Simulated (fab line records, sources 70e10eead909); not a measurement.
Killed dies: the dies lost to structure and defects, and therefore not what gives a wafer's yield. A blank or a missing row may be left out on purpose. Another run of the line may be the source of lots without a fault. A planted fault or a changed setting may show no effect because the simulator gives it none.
Matching of chambers	flow nand-harc	NHARC_THIN_TSV_DEP_47 on pecvd-01 has 3 sister chambers
The step deposits SiO2, target thk 200 nm. 14 wafers are shown with their chamber, then 7 later ones without.

WAFERS WITH THEIR CHAMBER
wafer	chamber	throttle-valve-pct (%)	flow-sccm (sccm)	mfc-precursor-sccm (sccm)
L608.2	1	15.9	2662	160.9
L608.3	0	16.6	2641	161.2
L608.5	2	15.2	2635	160.7
L619.2	2	15.3	2672	161.7
L619.5	2	15.4	2668	161.9
L619.6	0	16.6	2656	161.8
L617.1	1	15.5	2656	161.4
L617.3	2	15.6	2657	160.7
L617.4	0	16.3	2649	161.5
L623.2	1	15.5	2652	162.2
L623.3	0	16.3	2651	161.7
L623.6	1	15.5	2635	160.8
L624.2	1	15.7	2648	161.5
L624.3	0	16.2	2646	161.5

SIGNATURES (means of the wafers above)
reading	chamber 0	chamber 1	chamber 2	scatter within a chamber
throttle-valve-pct	16.400	15.620	15.375	0.18
flow-sccm	2648.60	2650.60	2658.00	11.1
mfc-precursor-sccm	161.540	161.360	161.250	0.495
Rule: for a wafer and a chamber, the distance is found by dividing, reading by reading, the gap between the wafer's reading and the chamber's mean by the reading's scatter, squaring, summing and taking the root. The wafer belongs to the nearest chamber; if the next one is less than 2 further off, it can't be placed. How the scatter is found: for the shown wafers, subtract from each reading the mean of its chamber, square and add these, divide the total by (wafers less chambers), then take the root.

WAFERS WITHOUT THEIR CHAMBER
wafer	throttle-valve-pct (%)	flow-sccm (sccm)	mfc-precursor-sccm (sccm)
L624.5	15.6	2659	162.0
L626.1	16.3	2650	161.0
L626.2	15.4	2648	161.7
L626.4	16.8	2647	161.6
L627.3	16.5	2652	160.2
L627.5	16.6	2645	161.4
L627.6	15.4	2655	162.2

WHICH CHAMBER EACH WENT THROUGH
wafer	from the rows above	in truth
L624.5	can't be placed: 1 or 2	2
L626.1	0	0
L626.2	can't be placed: 2 or 1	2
L626.4	0	0
L627.3	0	0
L627.5	0	0
L627.6	can't be placed: 2 or 1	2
Correct placement for 4 of the 7. Unplaceable from these rows: 3, with the true chamber sitting among the candidates in 3. Number placed wrongly: 0.
